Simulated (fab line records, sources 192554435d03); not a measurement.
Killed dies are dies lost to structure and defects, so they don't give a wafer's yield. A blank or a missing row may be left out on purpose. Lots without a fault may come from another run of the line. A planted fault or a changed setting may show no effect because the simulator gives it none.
fab line records | flow n5_finfet
record lots=7 wafers=39
route steps=1938 shown WELL_APT@26 FIN_CUT@176 SD_EPI_N@288 HKMG_FIN@389 MOL_CONTACT_COAG@613 BEOL_M0@740 BEOL_M3@981 BEOL_M4@1081 BEOL_M6@1260 BEOL_M9@1417 BEOL_M11@1554 BEOL_M14@1716 PASSIVATION@1936
start_h: hours from the record's first day to the start of the lot's first wafer shown | wait_h: hours since the lot's step before | " the same as in the row above | L1.1+2: a row that stands for several wafers | - no value, or no start given | * or withheld: withheld | < > ~ a bound
route shown NAME@n: a module of which the file shows steps, and the number in the route of the first | usual: mean/standard deviation of fault-free wafers | same: alike in all rows | chamber/n: place in a boat | sites: the reading at each site | _std_site: their standard deviation | _edge_site: outer sites' mean less inner sites' | radius_mm: how far each site lies from the wafer's centre | mask NAME#n: copy n | behind: the tool/chamber that last shaped the wafer | hold: why the lot was held/for how many hours/how that ended | device: the transistor (n, p or np) that didn't switch | end of line: the same wafers' tests at the end of the route | a step without rows: its recipe alone | killed: dies lost to structure and defects at the first sort, not the wafer's yield | map: a wafer's dies, x killed, . not, _ none there
set.NAME: the setting as run; set.NAME@STEP: as run at that earlier step | model.NAME: the simulator's own value behind a step, which no gauge read
lots whose settings were changed on purpose; a table a step, a row a wafer
## steps
# step N5_WELL_APT_DEVELOP_07
# recipe develop_time_s=45 rinse_liquid=surfactant_rinse dry=air_spin dev_temp_c=21
# step N5_FIN_CUT_CUT_ETCH_15
# recipe chemistry=HBr/Cl2/O2 target=Si target_depth_a=1000 bt_time_s=10 mask_material=SOC time_s=42.4 ion_energy_ev=* bias_w=* pressure_mtorr=10 icp_w=800 HBr_flow_sccm=150 Cl2_flow_sccm=80 O2_flow_sccm=12
# step N5_SD_EPI_N_EPI_21
# recipe material=Si:P dopant=P temp_c=680 pressure_torr=255 time_s=690
# step N5_HKMG_FIN_ALD_75
# recipe material=Al2O3 target_thk_a=10 temp_c=150 ald_precursor_family=TMA ald_co_reactant=H2O pulse_time_s=withheld co_reactant_pulse_time_s=1
# step N5_MOL_CONTACT_COAG_ETCHBACK_136
# recipe chemistry=CHF3 target=SiO2 target_depth_a=250 time_s=16.7 ion_energy_ev=200 pressure_mtorr=30 source_w=610 bias_w=170 Ar_flow_sccm=200 CHF3_flow_sccm=50
# step N5_BEOL_M0_SPUTTER_141
# recipe material=Cu target_thk_a=40 temp_c=-20 chamber_pressure_pa=0.07 power_w=withheld time_s=7.37
# step N5_BEOL_M3_ETCH_41
# recipe chemistry=CH3F/O2 target=SiCN target_depth_a=299 taper_deg=2 time_s=52.5 ion_energy_ev=120 mask_material=TiN pressure_mtorr=30 source_w=395 bias_w=75 Ar_flow_sccm=150 CH3F_flow_sccm=30 O2_flow_sccm=20
# step N5_BEOL_M4_ALD_84
# recipe material=TaN target_thk_a=* temp_c=275 ald_precursor_family=PDMAT ald_co_reactant=NH3 pressure_torr=3 carrier_flow_sccm=1500 pulse_time_s=2 purge_time_s=3 co_reactant_purge_time_s=2 co_reactant_pulse_time_s=3 ald_cycles=30 precursor_vessel_temp_c=75 precursor_vessel_pressure_torr=26.25 precursor_vessel_carrier_sccm=1000
# step N5_BEOL_M6_DEP_56
# recipe material=SiCN target_thk_a=100 temp_c=withheld precursor=3MS/NH3 pressure_torr=3 rf_w=202 time_s=17.5
# step N5_BEOL_M9_DESCUM_16
# recipe chemistry=O2 time_s=7.9 source_power_w=50 bias_power_w=20 pressure_mtorr=20 rf_frequency_hz=2.712e+07 temp_c=40 resist=CAR-ArF o2_flow_sccm=225
# step N5_BEOL_M11_ETCH_62
# recipe chemistry=N2/H2 target=SOC target_depth_a=1100 overetch_a=220 mask_material=SiARC temp_c=40 time_s=165 ion_energy_ev=200 pressure_mtorr=30 source_w=840 bias_w=150 n2_flow_sccm=200 h2_flow_sccm=200
# step N5_BEOL_M14_ILD_DEP_00
# recipe material=SiO2 target_thk_a=11193 temp_c=400 precursor=TEOS/O2 pressure_torr=6.5 rf_w=900 teos_flow_sccm=161.4 gas=O2 flow_sccm=2650 time_s=237.4
# step N5_PASSIVATION_PROBE_49
# usual sort_bin_5_function=5.1/0.96
# columns lot.wafer tool chamber start_h wait_h set.develop_time_s@WELL_APT_DEVELOP_07 set.time_s@FIN_CUT_CUT_ETCH_15 set.epi_growth_time_s@SD_EPI_N_EPI_21 set.target_thk_a@HKMG_FIN_ALD_75 set.target_depth_a@MOL_CONTACT_COAG_ETCHBACK_136 set.time_s@BEOL_M0_SPUTTER_141 set.target_depth_a@BEOL_M3_ETCH_41 set.co_reactant_pulse_time_s@BEOL_M4_ALD_84 set.time_s@BEOL_M6_DEP_56 set.time_s@BEOL_M9_DESCUM_16 set.time_s@BEOL_M11_ETCH_62 set.target_thk_a@BEOL_M14_ILD_DEP_00 sort_bin_5_function[%]
L077.1 prober-02 - 298.76 0.0 45 42.4 371.8 10 250 7.37 299 3 13.92 6.304 165 11193 4.6
L077.2 prober-02 - 298.81 0.1 45 27.98 371.8 10 250 7.37 134.3 3 17.5 6.304 122.9 11193 50.3
L077.3 prober-02 - 298.86 0.1 45 42.4 690 10 250 5.267 299 3.893 17.5 7.9 165 11193 6.0
L077.4 prober-02 - 298.91 0.2 45 27.98 690 10 250 5.267 299 3 17.5 7.9 122.9 11193 84.2
L077.5 prober-02 - 298.96 0.2 45 42.4 371.8 10 250 5.267 134.3 3.893 13.92 6.304 122.9 11193 9.2
L077.6 prober-02 - 299.01 0.3 45 27.98 690 10 250 7.37 134.3 3.893 13.92 7.9 165 11193 4.9
L084.1 prober-02 - 336.95 0.0 45 42.4 690 10 293.9 8.886 299 3 10.71 7.9 165 5028 5.6
L084.2 prober-02 - 337.00 0.1 45 28.13 473.4 5.749 293.9 7.37 299 3 17.5 7.9 87.79 11193 96.8
L084.3 prober-02 - 337.05 0.1 23.93 42.4 690 5.749 250 8.886 299 3 17.5 6.025 165 11193 5.2
L084.4 prober-02 - 337.10 0.2 23.93 42.4 473.4 10 293.9 7.37 299 4.321 10.71 7.9 87.79 11193 95.5
L084.5 prober-02 - 337.15 0.2 23.93 28.13 690 5.749 250 7.37 299 4.321 17.5 6.025 165 5028 4.3
L084.6 prober-02 - 337.20 0.3 45 28.13 473.4 10 250 8.886 299 4.321 10.71 6.025 87.79 5028 95.7
L085.1 prober-01 - 337.37 0.0 26.51 42.4 891.1 8.078 104.3 4.249 299 3 17.5 7.9 165 11193 96.9
L085.2 prober-01 - 337.42 0.1 26.51 24.34 690 10 250 4.249 299 3 17.5 7.9 165 5849 6.4
L085.3 prober-01 - 337.47 0.1 26.51 42.4 690 10 104.3 7.37 299 3 17.5 7.9 74.12 5849 94.7
L085.4 prober-01 - 337.52 0.2 45 24.34 891.1 8.078 104.3 7.37 299 1.362 17.5 7.9 74.12 11193 95.6
L085.5 prober-01 - 337.57 0.2 45 24.34 690 8.078 250 4.249 299 1.362 17.5 7.9 74.12 11193 94.7
L085.6 prober-01 - 337.62 0.3 45 42.4 891.1 10 250 7.37 299 1.362 17.5 7.9 165 5849 5.8
L088.1 prober-02 - 359.58 0.9 30.86 32.51 872.7 10 167 7.37 438.2 3 17.5 7.9 93.08 9407 97.7
L088.2 prober-02 - 359.63 1.0 30.86 42.4 690 13.9 250 7.37 299 3 23.31 7.9 165 9407 4.9
L088.3 prober-02 - 359.68 1.0 45 32.51 690 13.9 250 4.001 438.2 3 17.5 7.9 165 9407 4.9
L088.4 prober-02 - 359.73 1.1 45 42.4 690 10 167 4.001 299 3 23.31 7.9 93.08 11193 94.7
L088.5 prober-02 - 359.78 1.1 45 32.51 872.7 13.9 167 4.001 299 3 17.5 7.9 165 11193 14.2
L088.6 prober-02 - 359.83 1.2 30.86 42.4 872.7 10 250 7.37 438.2 3 23.31 7.9 93.08 11193 95.2
L092.1 prober-01 - 370.99 0.0 69.61 42.4 690 10 199.4 11.03 299 2.515 17.5 7.9 165 7432 4.4
L092.2 prober-01 - 371.04 0.1 69.61 42.4 690 13.22 250 7.37 299 3 12.53 4.775 165 7432 4.0
L092.3 prober-01 - 371.09 0.1 45 42.4 512.7 13.22 199.4 7.37 242 2.515 12.53 7.9 129.2 11193 17.6
L092.4 prober-01 - 371.14 0.2 45 42.4 690 10 250 11.03 299 2.515 17.5 4.775 129.2 7432 4.9
L092.5 prober-01 - 371.19 0.2 45 42.4 512.7 13.22 250 11.03 242 3 12.53 7.9 165 11193 4.9
L092.6 prober-01 - 371.24 0.3 69.61 42.4 512.7 10 199.4 7.37 242 3 17.5 4.775 129.2 11193 4.8
L091.1 prober-01 - 373.94 0.0 45 42.4 690 10 250 7.37 299 3 17.5 7.9 165 11193 5.8
L091.5 prober-01 - 374.14 0.2 45 42.4 690 10 250 7.37 299 3 17.5 7.9 165 11193 5.2
L091.6 prober-01 - 374.19 0.3 45 42.4 690 10 250 7.37 299 3 17.5 7.9 165 11193 5.7
L093.1 prober-02 - 391.05 0.6 55.39 42.4 690 13.14 250 7.37 299 3 14.25 7.9 165 11193 4.8
L093.2 prober-02 - 391.10 0.7 45 35.41 690 10 314.8 9.101 299 3 14.25 12.23 165 14210 5.9
L093.3 prober-02 - 391.15 0.7 45 42.4 690 10 250 9.101 162.7 1.808 17.5 12.23 165 14210 4.0
L093.4 prober-02 - 391.20 0.8 55.39 42.4 690 13.14 314.8 9.101 299 1.808 17.5 7.9 165 11193 4.9
L093.5 prober-02 - 391.25 0.8 45 35.41 690 13.14 250 7.37 162.7 1.808 14.25 12.23 165 11193 3.6
L093.6 prober-02 - 391.30 0.9 55.39 35.41 690 10 314.8 7.37 162.7 3 17.5 7.9 165 14210 6.0
# killed by level:class
L077.1 MOL_CONTACT_COAG:geometric_particle:open=21 BEOL_M1:geometric_particle:open=14 MOL_CONTACT_COAG:geometric_particle:short=6 BEOL_M3:geometric_particle:short=6 FIN_SAQP:geometric_particle:open=5 STI_FIN_REVEAL:geometric_particle:open=4 BEOL_M3:geometric_particle:open=4 STARTING-WAFER:geometric_particle:open=4
L077.2 BEOL_M11:area_etch=519 BEOL_M1:geometric_particle:open=18 FIN_SAQP:geometric_particle:short=13 STI_FIN_REVEAL:geometric_particle:open=9 BEOL_M4:geometric_particle:open=8 FIN_SAQP:geometric_particle:open=7 GATE_CUT:geometric_particle:short=6 MOL_CONTACT_COAG:geometric_particle:open=5
L077.3 BEOL_M2:geometric_particle:open=18 BEOL_M1:geometric_particle:open=11 MOL_CONTACT_COAG:geometric_particle:open=9 FIN_SAQP:geometric_particle:short=8 STI_FIN_REVEAL:geometric_particle:open=6 DUMMY_GATE:geometric_particle:open=6 BEOL_M4:geometric_particle:open=6 FIN_SAQP:geometric_particle:open=5
L077.4 BEOL_M11:area_etch=927 BEOL_M4:geometric_particle:open=15 FIN_SAQP:geometric_particle:open=10 MOL_CONTACT_COAG:geometric_particle:open=10 BEOL_M2:geometric_particle:short=7 BEOL_M1:geometric_particle:open=6 BEOL_M3:geometric_particle:open=6 BEOL_M2:geometric_particle:open=5
L077.5 BEOL_M11:area_etch=33 BEOL_M1:geometric_particle:open=21 FIN_SAQP:geometric_particle:open=15 MOL_CONTACT_COAG:geometric_particle:open=14 BEOL_M4:geometric_particle:open=14 BEOL_M2:geometric_particle:open=6 BEOL_M0_SAQP:geometric_particle:open=5 FIN_SAQP:geometric_particle:short=4
L077.6 FIN_SAQP:geometric_particle:open=14 BEOL_M1:geometric_particle:open=11 FIN_SAQP:geometric_particle:short=9 MOL_CONTACT_COAG:geometric_particle:open=5 STI_FIN_REVEAL:geometric_particle:open=4 MOL_CONTACT_COAG:geometric_particle:short=4 DUMMY_GATE:geometric_particle:open=3 GATE_CUT:geometric_particle:short=3
L084.1 BEOL_M14:area_dep=1077 MOL_CONTACT_COAG:geometric_particle:open=20 BEOL_M1:geometric_particle:open=13 BEOL_M0_SAQP:geometric_particle:short=10 BEOL_M0_SAQP:geometric_particle:open=10 FIN_SAQP:geometric_particle:open=7 ILD0:geometric_particle:open=5 MOL_CONTACT_COAG:geometric_particle:short=4
L084.2 BEOL_M11:area_etch=1086 MOL_CONTACT_COAG:geometric_particle:open=10 BEOL_M0_SAQP:geometric_particle:short=9 BEOL_M1:geometric_particle:open=9 BEOL_M4:geometric_particle:open=8 DUMMY_GATE:geometric_particle:open=7 BEOL_M0_SAQP:geometric_particle:open=7 STI_FIN_REVEAL:geometric_particle:open=5
L084.3 BEOL_M0_SAQP:geometric_particle:short=11 BEOL_M1:geometric_particle:open=8 BEOL_M0_SAQP:geometric_particle:open=8 FIN_SAQP:geometric_particle:short=4 DUMMY_GATE:geometric_particle:open=4 GATE_CUT:geometric_particle:short=4 MOL_CONTACT_COAG:geometric_particle:open=4 BEOL_M4:geometric_particle:open=4
L084.4 BEOL_M11:area_etch=1075 BEOL_M0_SAQP:geometric_particle:open=12 BEOL_M4:geometric_particle:open=11 BEOL_M1:geometric_particle:open=9 DUMMY_GATE:geometric_particle:open=6 BEOL_M0_SAQP:geometric_particle:short=6 BEOL_M3:geometric_particle:open=6 FIN_SAQP:geometric_particle:short=5
L084.5 BEOL_M14:area_dep=1090 FIN_SAQP:geometric_particle:short=14 BEOL_M1:geometric_particle:open=11 BEOL_M4:geometric_particle:open=8 FIN_SAQP:geometric_particle:open=6 MOL_CONTACT_COAG:geometric_particle:open=6 BEOL_M0_SAQP:geometric_particle:open=6 BEOL_M2:geometric_particle:short=5
L084.6 BEOL_M11:area_etch=1059 BEOL_M4:geometric_particle:open=14 DUMMY_GATE:geometric_particle:open=11 BEOL_M1:geometric_particle:open=11 MOL_CONTACT_COAG:geometric_particle:open=10 BEOL_M0_SAQP:geometric_particle:short=8 BEOL_M0_SAQP:geometric_particle:open=8 BEOL_M3:geometric_particle:open=7
L085.1 MOL_CONTACT_COAG:area_etch=1071 BEOL_M2:geometric_particle:open=13 BEOL_M0_SAQP:geometric_particle:short=10 MOL_CONTACT_COAG:geometric_particle:open=10 BEOL_M0_SAQP:geometric_particle:open=9 FIN_SAQP:geometric_particle:short=8 STI_FIN_REVEAL:geometric_particle:open=8 BEOL_M3:geometric_particle:open=6
L085.2 BEOL_M14:area_dep=22 BEOL_M2:geometric_particle:open=17 FIN_SAQP:geometric_particle:open=14 STI_FIN_REVEAL:geometric_particle:open=13 MOL_CONTACT_COAG:geometric_particle:open=11 BEOL_M1:geometric_particle:open=9 BEOL_M3:geometric_particle:open=7 FIN_SAQP:geometric_particle:short=6
L085.3 MOL_CONTACT_COAG:area_etch=1038 STI_FIN_REVEAL:geometric_particle:open=20 MOL_CONTACT_COAG:geometric_particle:open=15 FIN_SAQP:geometric_particle:open=14 BEOL_M1:geometric_particle:open=12 BEOL_M0_SAQP:geometric_particle:open=11 FIN_SAQP:geometric_particle:short=8 BEOL_M1:geometric_particle:short=6
L085.4 MOL_CONTACT_COAG:area_etch=1036 FIN_SAQP:geometric_particle:open=20 FIN_SAQP:geometric_particle:short=19 BEOL_M0_SAQP:geometric_particle:short=16 BEOL_M3:geometric_particle:open=12 BEOL_M0_SAQP:geometric_particle:open=11 BEOL_M2:geometric_particle:open=11 STI_FIN_REVEAL:geometric_particle:open=10
L085.5 BEOL_M11:area_etch=1035 MOL_CONTACT_COAG:geometric_particle:open=21 BEOL_M0_SAQP:geometric_particle:short=15 BEOL_M3:geometric_particle:open=15 FIN_SAQP:geometric_particle:open=10 BEOL_M0_SAQP:geometric_particle:open=9 BEOL_M2:geometric_particle:open=9 FIN_SAQP:geometric_particle:short=8
L085.6 BEOL_M3:geometric_particle:open=21 BEOL_M14:area_dep=20 FIN_SAQP:geometric_particle:open=16 FIN_SAQP:geometric_particle:short=12 BEOL_M0_SAQP:geometric_particle:short=10 STI_FIN_REVEAL:geometric_particle:open=8 BEOL_M0_SAQP:geometric_particle:open=6 MOL_CONTACT_COAG:geometric_particle:open=5
L088.1 BEOL_M11:area_etch=877 MOL_CONTACT_COAG:area_etch=231 FIN_SAQP:geometric_particle:open=14 BEOL_M2:geometric_particle:open=9 BEOL_M1:geometric_particle:open=6 MOL_CONTACT_COAG:geometric_particle:open=6 FIN_SAQP:geometric_particle:short=5 BEOL_M3:geometric_particle:open=5
L088.2 STI_FIN_REVEAL:geometric_particle:open=10 MOL_CONTACT_COAG:geometric_particle:open=9 BEOL_M0_SAQP:geometric_particle:short=9 FIN_SAQP:geometric_particle:open=8 GATE_CUT:geometric_particle:short=5 GATE_CUT:geometric_particle:open=5 BEOL_M0_SAQP:geometric_particle:open=5 BEOL_M4:geometric_particle:short=4
L088.3 FIN_SAQP:geometric_particle:open=13 STI_FIN_REVEAL:geometric_particle:open=13 BEOL_M4:geometric_particle:open=11 BEOL_M0_SAQP:geometric_particle:open=7 STARTING-WAFER:geometric_particle:open=6 FIN_SAQP:geometric_particle:short=5 MOL_CONTACT_COAG:geometric_particle:open=4 BEOL_M3:geometric_particle:open=4
L088.4 MOL_CONTACT_COAG:area_etch=826 BEOL_M11:area_etch=225 MOL_CONTACT_COAG:geometric_particle:open=21 FIN_SAQP:geometric_particle:open=14 BEOL_M2:geometric_particle:open=13 STI_FIN_REVEAL:geometric_particle:open=8 FIN_SAQP:geometric_particle:short=7 BEOL_M4:geometric_particle:open=6
L088.5 MOL_CONTACT_COAG:area_etch=98 MOL_CONTACT_COAG:geometric_particle:open=15 FIN_SAQP:geometric_particle:open=14 BEOL_M1:geometric_particle:open=14 BEOL_M2:geometric_particle:open=14 DUMMY_GATE:geometric_particle:open=8 BEOL_M0:interface_void_opened=6 STI_FIN_REVEAL:geometric_particle:open=5
L088.6 BEOL_M11:area_etch=1058 FIN_SAQP:geometric_particle:open=16 BEOL_M0_SAQP:geometric_particle:short=16 MOL_CONTACT_COAG:geometric_particle:open=10 FIN_SAQP:geometric_particle:short=9 BEOL_M3:geometric_particle:open=9 BEOL_M1:geometric_particle:open=8 BEOL_M2:geometric_particle:open=7
L092.1 MOL_CONTACT_COAG:geometric_particle:open=20 BEOL_M4:geometric_particle:open=10 STI_FIN_REVEAL:geometric_particle:open=5 BEOL_M3:geometric_particle:open=5 MOL_CONTACT_COAG:geometric_particle:short=4 BEOL_M2:geometric_particle:open=4 FIN_SAQP:geometric_particle:open=3 FIN_SAQP:geometric_particle:short=3
L092.2 MOL_CONTACT_COAG:geometric_particle:open=13 BEOL_M3:geometric_particle:open=10 BEOL_M0_SAQP:geometric_particle:open=10 BEOL_M2:geometric_particle:open=7 BEOL_M4:geometric_particle:open=6 BEOL_M0_SAQP:geometric_particle:short=5 BEOL_M1:geometric_particle:open=4 BEOL_M3:geometric_particle:short=4
L092.3 BEOL_M11:area_etch=126 MOL_CONTACT_COAG:geometric_particle:open=25 STI_FIN_REVEAL:geometric_particle:open=15 BEOL_M3:geometric_particle:open=8 BEOL_M3:geometric_particle:short=7 BEOL_M0_SAQP:geometric_particle:open=6 MOL_CONTACT_COAG:area_etch=6 MOL_CONTACT_COAG:geometric_particle:short=5
L092.4 MOL_CONTACT_COAG:geometric_particle:open=11 BEOL_M3:geometric_particle:open=10 BEOL_M0_SAQP:geometric_particle:open=7 BEOL_M2:geometric_particle:open=6 BEOL_M8:geometric_particle:open=5 GATE_CUT:geometric_particle:open=3 MOL_CONTACT_COAG:geometric_particle:short=3 BEOL_M3:geometric_particle:short=3
L092.5 MOL_CONTACT_COAG:geometric_particle:open=18 BEOL_M0_SAQP:geometric_particle:open=11 STI_FIN_REVEAL:geometric_particle:open=11 BEOL_M0_SAQP:geometric_particle:short=6 BEOL_M3:geometric_particle:open=6 BEOL_M4:geometric_particle:open=6 FIN_SAQP:geometric_particle:open=4 FIN_SAQP:geometric_particle:short=4
L092.6 MOL_CONTACT_COAG:geometric_particle:open=17 BEOL_M0_SAQP:geometric_particle:short=8 BEOL_M2:geometric_particle:open=7 STARTING-WAFER:geometric_particle:short=6 BEOL_M4:geometric_particle:open=6 FIN_SAQP:geometric_particle:short=5 BEOL_M0_SAQP:geometric_particle:open=5 STI_FIN_REVEAL:geometric_particle:open=4
L091.1 STI_FIN_REVEAL:geometric_particle:open=22 FIN_SAQP:geometric_particle:open=21 BEOL_M0_SAQP:geometric_particle:short=10 BEOL_M3:geometric_particle:open=10 BEOL_M1:geometric_particle:open=9 BEOL_M0_SAQP:geometric_particle:open=8 FIN_SAQP:geometric_particle:short=7 STARTING-WAFER:geometric_particle:open=7
L091.5 BEOL_M0_SAQP:geometric_particle:open=12 BEOL_M0_SAQP:geometric_particle:short=12 BEOL_M1:geometric_particle:open=11 FIN_SAQP:geometric_particle:open=6 BEOL_M2:geometric_particle:open=6 FIN_SAQP:geometric_particle:short=5 BEOL_M1:geometric_particle:short=5 GATE_CUT:geometric_particle:short=4
L091.6 FIN_SAQP:geometric_particle:open=16 STI_FIN_REVEAL:geometric_particle:open=11 MOL_CONTACT_COAG:geometric_particle:open=11 BEOL_M3:geometric_particle:open=6 BEOL_M1:geometric_particle:open=6 BEOL_M0:geometric_particle:open=5 BEOL_M2:geometric_particle:open=5 BEOL_M4:geometric_particle:open=4
L093.1 FIN_SAQP:geometric_particle:open=10 FIN_SAQP:geometric_particle:short=10 BEOL_M3:geometric_particle:open=8 DUMMY_GATE:geometric_particle:open=7 BEOL_M0_SAQP:geometric_particle:short=7 BEOL_M0_SAQP:geometric_particle:open=6 MOL_CONTACT_COAG:geometric_particle:open=5 STI_FIN_REVEAL:geometric_particle:open=4
L093.2 STI_FIN_REVEAL:geometric_particle:open=13 BEOL_M0_SAQP:geometric_particle:short=11 MOL_CONTACT_COAG:geometric_particle:open=9 BEOL_M3:geometric_particle:open=9 BEOL_M0_SAQP:geometric_particle:open=7 STARTING-WAFER:geometric_particle:short=7 FIN_SAQP:geometric_particle:open=5 BEOL_M4:geometric_particle:open=5
L093.3 MOL_CONTACT_COAG:geometric_particle:open=12 BEOL_M2:geometric_particle:open=9 BEOL_M3:geometric_particle:open=8 DUMMY_GATE:geometric_particle:open=6 FIN_SAQP:geometric_particle:short=5 BEOL_M0_SAQP:geometric_particle:open=5 STI_FIN_REVEAL:geometric_particle:open=4 BEOL_M0_SAQP:geometric_particle:short=4
L093.4 MOL_CONTACT_COAG:geometric_particle:open=10 BEOL_M1:geometric_particle:open=8 BEOL_M3:geometric_particle:open=8 FIN_SAQP:geometric_particle:open=6 GATE_CUT:geometric_particle:short=5 BEOL_M1:geometric_particle:short=5 DUMMY_GATE:geometric_particle:open=4 BEOL_M0_SAQP:geometric_particle:open=4
L093.5 FIN_SAQP:geometric_particle:short=5 MOL_CONTACT_COAG:geometric_particle:short=5 BEOL_M0_SAQP:geometric_particle:short=5 BEOL_M1:geometric_particle:open=5 FIN_SAQP:geometric_particle:open=4 STI_FIN_REVEAL:geometric_particle:open=4 MOL_CONTACT_COAG:geometric_particle:open=4 BEOL_M7:geometric_particle:open=4
L093.6 BEOL_M0_SAQP:geometric_particle:short=13 DUMMY_GATE:geometric_particle:open=9 MOL_CONTACT_COAG:geometric_particle:open=9 FIN_SAQP:geometric_particle:short=7 STI_FIN_REVEAL:geometric_particle:open=7 BEOL_M0_SAQP:geometric_particle:open=7 FIN_SAQP:geometric_particle:open=6 BEOL_M1:geometric_particle:open=6
## key
split step=N5_WELL_APT_DEVELOP_07 setting=develop_time_s stated_as=45
response none clear
split step=N5_FIN_CUT_CUT_ETCH_15 setting=time_s stated_as=42.4
response none clear
split step=N5_SD_EPI_N_EPI_21 setting=epi_growth_time_s stated_as=690
response none clear
split step=N5_HKMG_FIN_ALD_75 setting=target_thk_a stated_as=10
response none clear
split step=N5_MOL_CONTACT_COAG_ETCHBACK_136 setting=target_depth_a stated_as=250
response none clear
split step=N5_BEOL_M0_SPUTTER_141 setting=time_s stated_as=7.37
response none clear
split step=N5_BEOL_M3_ETCH_41 setting=target_depth_a stated_as=299
response none clear
split step=N5_BEOL_M4_ALD_84 setting=co_reactant_pulse_time_s stated_as=3
response none clear
split step=N5_BEOL_M6_DEP_56 setting=time_s stated_as=17.5
response none clear
split step=N5_BEOL_M9_DESCUM_16 setting=time_s stated_as=7.9
response none clear
split step=N5_BEOL_M11_ETCH_62 setting=time_s stated_as=165
response step=N5_PASSIVATION_PROBE_49 reading=sort_bin_5_function slope=-1.48 per=1% together_with=all explained=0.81
split step=N5_BEOL_M14_ILD_DEP_00 setting=target_thk_a stated_as=11193
response none clear
